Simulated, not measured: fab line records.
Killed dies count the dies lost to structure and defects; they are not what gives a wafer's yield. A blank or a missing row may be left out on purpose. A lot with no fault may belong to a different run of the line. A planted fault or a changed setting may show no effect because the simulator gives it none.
fab line records -- flow nand-harc -- part 2 of 2: steps 5 to 6 of 6
record: lots: 21, wafers: 63, last-day: 25
route steps=1159 shown A_STAIRCASE@559
lots that met no fault: from a run of the same line without faults
start-h: hours from the record's opening day to when the first of the lot's shown wafers began -- wait-h: how many hours have passed since the lot's step before this one -- " the same as in the row above -- L1.1+2: a row that stands for several wafers -- - no value, or no start given -- * or withheld: withheld -- < > ~ a bound
route shown NAME@n: a module of which the file shows steps, and the number in the route of the first -- usual: the fault-free wafers' mean and standard deviation -- same: alike in all rows -- chamber/n: place in a boat -- sites: readings site by site -- _std_site: how widely they spread, as a standard deviation -- _edge_site: the outer-site mean with the inner-site mean subtracted -- radius-mm: for every site, how far away it sits from the centre of the wafer -- mask NAME#n: copy n -- behind: the most recent tool/chamber to have shaped the wafer -- hold: cause of the lot's hold/its duration in hours/its outcome -- device: transistor that didn't switch, given as n, p or np -- end of line: the same wafers' tests at the end of the route -- step lacking rows: just its recipe -- killed: at the first sort, the dies lost to defects and structure; wafer yield is something else -- map: shows each die of a wafer: x if killed, . if not, _ if none is there
set.NAME: the setting that was run; set.NAME@STEP: the one run at that earlier step -- model.NAME: the simulator's own value behind a step, which no gauge read
the route's steps for a sample of lots (tables are steps, rows are wafers)
services: the hour from which a tool's chamber was out of use, counted from the record's first day as start-h (under 0 if before that day), plus the number of hours and why
== steps ==
step: NHARC_A_STAIRCASE_TRIM_224
recipe: time-s: 211.2, o2-flow-sccm: 500, ar-flow-sccm: 0, bias-w: 0, chemistry: O2
usual: drypump-motor-current-A: 6.1/0.38, mfc-ar-sccm: 0.015/0.017, oes-product-au: 0.999/0.011, rf-vpp-V: 57.9/0.95, showerhead-plenum-p-Torr: 3.54/0.15, throttle-valve-pct: 17.037/0.0087
lot.wafer,tool,chamber,start-h,wait-h,drypump-motor-current-A,mfc-ar-sccm,oes-product-au,rf-hours-counter-h,rf-vpp-V,showerhead-plenum-p-Torr,throttle-valve-pct
L075.3,rie-diel-06,0,-,-,6.4,0.027,0.996,62,58.0,3.37,17.036
L075.1,rie-diel-06,2,-,-,6.4,0,0.998,65,58.2,3.60,17.041
L075.6,rie-diel-06,3,-,-,5.7,0.017,1.001,-,58.5,3.61,17.022
L074.4,rie-diel-02,1,-,-,6.7,0.001,1.000,31,59.4,3.68,17.046
L074.1,rie-diel-02,2,-,-,6.3,0,0.976,35,58.4,3.61,17.046
L074.5,rie-diel-02,3,-,-,5.9,0,0.991,-,57.8,3.29,17.025
L078.3,rie-diel-02,3,-,-,5.9,0,0.999,43,58.7,3.28,17.035
L078.4,rie-diel-02,1,-,-,6.7,0.001,1.001,38,59.4,3.68,17.055
L078.1,rie-diel-02,2,-,-,6.3,0,0.987,42,58.1,3.61,17.043
L076.2,rie-diel-07,0,-,-,6.3,0.030,1.011,11,58.9,3.69,17.032
L076.4,rie-diel-07,2,-,-,6.0,0,1.009,10,57.4,3.76,17.040
L076.6,rie-diel-07,0,-,-,6.3,0.030,1.010,-,57.9,3.69,17.034
L077.4,rie-diel-02,1,-,-,6.7,0.001,1.003,39,59.2,3.68,17.015
L077.2,rie-diel-02,3,-,-,5.8,0,0.989,45,57.3,3.28,17.045
L077.5,rie-diel-02,2,-,-,6.3,0,0.991,-,58.1,3.61,17.027
L079.3,rie-diel-07,0,-,-,6.3,0.030,1.005,14,58.7,3.69,17.042
L079.2,rie-diel-07,3,-,-,5.4,0,0.982,13,58.4,3.68,17.048
L079.6,rie-diel-07,0,-,-,6.3,0.030,1.000,-,57.2,3.68,17.026
L080.2,rie-diel-06,1,-,-,6.3,0.044,1.009,11,58.1,3.51,17.037
L080.6,rie-diel-06,3,-,-,5.8,0.017,1.007,-,57.5,3.60,17.027
L080.5,rie-diel-06,0,-,-,6.4,0.027,1.023,-,57.9,3.37,17.031
L081.1,rie-diel-02,2,-,-,6.3,0,0.989,51,58.0,3.60,17.045
L081.4,rie-diel-02,3,-,-,5.9,0,0.985,53,57.4,3.28,17.030
L081.6,rie-diel-02,1,-,-,6.7,0.001,0.997,-,58.9,3.67,17.029
L082.3,rie-diel-02,2,-,-,6.3,0,0.992,57,59.7,3.60,17.034
L082.2,rie-diel-02,3,-,-,5.8,0,0.999,57,58.1,3.27,17.051
L082.5,rie-diel-02,1,-,-,6.7,0.001,0.988,-,57.8,3.67,17.043
L083.1,rie-diel-07,3,-,-,5.5,0,0.992,24,58.6,3.68,17.035
L083.3,rie-diel-07,0,-,-,6.3,0.030,1.005,24,57.1,3.68,17.035
L083.2,rie-diel-07,1,-,-,5.5,0.042,1.020,18,57.0,3.49,17.027
L085.1,rie-diel-07,0,-,-,6.3,0.030,1.004,25,58.8,3.68,17.031
L085.3,rie-diel-07,1,-,-,5.5,0.042,1.009,18,58.1,3.49,17.016
L085.6,rie-diel-07,2,-,-,6.1,0,0.993,-,59.3,3.76,17.037
L084.1,rie-diel-06,2,-,-,6.5,0,0.994,17,57.2,3.59,17.055
L084.2,rie-diel-06,3,-,-,5.8,0.017,1.001,21,57.7,3.59,17.035
L084.6,rie-diel-06,1,-,-,6.3,0.044,1.006,-,58.1,3.50,17.039
L086.4,rie-diel-07,0,-,-,6.3,0.030,1.005,34,58.2,3.67,17.053
L086.1,rie-diel-07,2,-,-,6.0,0,1.000,32,58.9,3.75,17.054
L086.6,rie-diel-07,1,-,-,5.5,0.042,1.004,-,57.8,3.49,17.032
L087.4,rie-diel-06,3,-,-,5.7,0.017,0.995,29,58.9,3.59,17.050
L087.3,rie-diel-06,2,-,-,6.4,0,0.992,24,56.0,3.58,17.039
L087.5,rie-diel-06,0,-,-,6.3,0.027,1.020,-,56.7,3.36,17.039
L088.3,rie-diel-06,2,-,-,6.4,0,0.986,25,59.2,3.58,17.046
L088.1,rie-diel-06,3,-,-,5.7,0.017,1.007,30,58.9,3.59,17.044
L088.6,rie-diel-06,2,-,-,6.5,0,0.992,-,59.4,3.58,17.037
L090.3,rie-diel-02,1,-,-,6.7,0.001,1.010,2,59.1,3.67,17.017
L090.1,rie-diel-02,2,-,-,6.3,0,0.992,2,57.7,3.59,17.037
L090.6,rie-diel-02,3,-,-,5.8,0,1.002,-,58.0,3.81,17.024
L092.3,rie-diel-02,2,-,-,6.3,0,0.991,7,58.0,3.59,17.042
L092.1,rie-diel-02,3,-,-,5.8,0,0.993,7,58.2,3.80,17.033
L092.6,rie-diel-02,2,-,-,6.3,0,1.003,-,56.8,3.59,17.045
L093.4,rie-diel-07,0,-,-,6.3,0.030,1.005,51,57.5,3.66,17.033
L093.2,rie-diel-07,1,-,-,5.4,0.042,1.006,43,57.9,3.48,17.033
L093.5,rie-diel-07,0,-,-,6.3,0.030,1.001,-,56.5,3.66,17.026
L094.3,rie-diel-06,0,-,-,6.4,0.027,1.014,44,57.0,3.35,17.045
L094.1,rie-diel-06,1,-,-,6.3,0.044,1.004,43,58.2,3.49,17.036
L094.5,rie-diel-06,3,-,-,5.7,0.017,1.009,-,57.0,3.58,17.049
L095.1,rie-diel-06,0,-,-,6.4,0.027,1.002,47,58.5,3.35,17.031
L095.3,rie-diel-06,1,-,-,6.2,0.044,0.991,46,56.4,3.49,17.032
L095.2,rie-diel-06,3,-,-,5.7,0.017,0.997,46,59.3,3.58,17.044
L097.2,rie-diel-06,2,-,-,6.4,0,0.977,48,58.1,3.57,17.048
L097.3,rie-diel-06,0,-,-,6.4,0.027,0.996,56,56.2,3.34,17.031
L097.5,rie-diel-06,2,-,-,6.4,0,0.979,-,58.8,3.57,17.055
step: NHARC_A_STAIRCASE_STRIP_238
recipe: power-w: 1500, temp-c: 250, chemistry: O2
usual: drypump-motor-current-A: 5.9/0.4, heater-power-w: 304/19
lot.wafer,tool,chamber,start-h,wait-h,drypump-motor-current-A,heater-power-w,rf-hours-counter-h
L075.1,plasma-asher-02,1,242.07,0.1,5.8,277,14
L075.3,plasma-asher-02,1,242.07,0.1,5.9,279,-
L075.6,plasma-asher-02,1,242.07,0.1,5.9,280,-
L074.1,plasma-asher-01,0,244.72,0.4,6.1,301,50
L074.4,plasma-asher-01,0,244.72,0.4,6.1,299,-
L074.5,plasma-asher-01,1,244.72,0.4,5.3,303,-
L078.1,plasma-asher-01,0,262.12,0.1,6.1,288,61
L078.3,plasma-asher-01,1,262.12,0.1,5.3,296,-
L078.4,plasma-asher-01,0,262.12,0.1,6.1,290,-
L076.2,plasma-asher-01,1,263.21,0.1,5.3,309,62
L076.4,plasma-asher-01,0,263.21,0.1,6.1,297,-
L076.6,plasma-asher-01,0,263.21,0.1,6.2,288,-
L077.2,plasma-asher-01,0,265.33,0.2,6.1,293,64
L077.4,plasma-asher-01,1,265.33,0.2,5.3,305,-
L077.5,plasma-asher-01,0,265.33,0.2,6.1,289,-
L079.2,plasma-asher-02,1,274.89,0.1,5.8,284,16
L079.3,plasma-asher-02,1,274.89,0.1,5.9,282,-
L079.6,plasma-asher-02,0,274.89,0.1,6.4,336,-
L080.2,plasma-asher-02,0,278.13,0.1,6.4,329,18
L080.5,plasma-asher-02,0,278.13,0.1,6.4,336,-
L080.6,plasma-asher-02,1,278.13,0.1,5.8,284,-
L081.1,plasma-asher-02,0,288.35,0.2,6.4,330,24
L081.4,plasma-asher-02,1,288.35,0.2,5.9,274,-
L081.6,plasma-asher-02,1,288.35,0.2,5.8,283,-
L082.2,plasma-asher-01,1,297.09,0.1,5.3,318,4
L082.3,plasma-asher-01,0,297.09,0.1,6.2,289,-
L082.5,plasma-asher-01,1,297.09,0.1,5.3,314,-
L083.2,plasma-asher-02,0,304.57,0.1,6.4,331,30
L083.1,plasma-asher-02,1,304.57,0.1,5.8,286,30
L083.3,plasma-asher-02,0,304.57,0.1,6.4,331,-
L085.1,plasma-asher-02,0,305.41,0.1,6.4,330,30
L085.3,plasma-asher-02,1,305.41,0.1,5.8,277,-
L085.6,plasma-asher-02,1,305.41,0.1,5.8,277,-
L084.2,plasma-asher-02,1,306.44,0.3,5.8,287,31
L084.1,plasma-asher-02,0,306.44,0.3,6.4,331,31
L084.6,plasma-asher-02,1,306.44,0.3,5.8,278,-
L086.1,plasma-asher-01,0,332.12,0.1,6.1,302,15
L086.4,plasma-asher-01,0,332.12,0.1,6.1,299,-
L086.6,plasma-asher-01,1,332.12,0.1,5.3,321,-
L087.3,plasma-asher-02,1,332.24,0.2,5.8,287,-
L087.4,plasma-asher-02,0,332.24,0.2,6.4,330,-
L087.5,plasma-asher-02,1,332.24,0.2,5.8,284,-
L088.1,plasma-asher-02,1,334.19,0.1,5.8,288,38
L088.3,plasma-asher-02,1,334.19,0.1,5.8,279,-
L088.6,plasma-asher-02,1,334.19,0.1,5.8,277,-
L090.1,plasma-asher-01,0,346.40,0.2,6.1,296,20
L090.3,plasma-asher-01,1,346.40,0.2,5.3,309,-
L090.6,plasma-asher-01,1,346.40,0.2,5.3,317,-
L092.1,plasma-asher-01,0,357.71,0.1,6.1,302,24
L092.3,plasma-asher-01,1,357.71,0.1,5.3,311,-
L092.6,plasma-asher-01,1,357.71,0.1,5.3,317,-
L093.2,plasma-asher-01,1,369.15,0.4,5.3,316,32
L093.4,plasma-asher-01,1,369.15,0.4,5.3,313,-
L093.5,plasma-asher-01,0,369.15,0.4,6.1,297,-
L094.1,plasma-asher-01,0,370.89,0.1,6.1,297,32
L094.3,plasma-asher-01,0,370.89,0.1,6.1,294,-
L094.5,plasma-asher-01,1,370.89,0.1,5.3,318,-
L095.1,plasma-asher-02,1,382.04,0.1,5.8,281,3
L095.2,plasma-asher-02,0,382.04,0.1,6.4,311,3
L095.3,plasma-asher-02,0,382.04,0.1,6.4,327,-
L097.2,plasma-asher-02,0,399.78,0.1,6.4,317,9
L097.3,plasma-asher-02,0,399.78,0.1,6.4,317,-
L097.5,plasma-asher-02,0,399.78,0.1,6.4,319,-
== services ==
tool,chamber,start-h,hours,kind
rie-diel-07,1,209.74,2.7,repair
rie-diel-06,0,220.33,-,clean
rie-diel-06,1,220.33,-,clean
rie-diel-06,2,220.33,-,clean
rie-diel-06,3,220.33,-,clean
rie-diel-07,-,228.23,9.0,pm
plasma-asher-02,-,234.84,7.2,repair
rie-diel-06,-,241.20,9.0,pm
rie-diel-06,0,241.20,9.0,vent-cycle
rie-diel-06,1,241.20,9.0,vent-cycle
rie-diel-06,2,241.20,9.0,vent-cycle
rie-diel-06,3,241.20,9.0,vent-cycle
plasma-asher-02,-,243.10,24.9,repair
rie-diel-06,0,250.20,-,clean
rie-diel-06,1,250.20,-,clean
rie-diel-06,2,250.20,-,clean
plasma-asher-01,-,276.00,9.0,pm
rie-diel-07,1,287.55,13.4,repair
rie-diel-06,2,289.33,6.8,repair
rie-diel-02,0,318.79,4.1,repair
rie-diel-02,-,327.76,9.0,pm
rie-diel-06,3,360.12,2.1,repair
plasma-asher-02,-,360.31,9.0,pm
rie-diel-07,-,396.21,0.8,repair
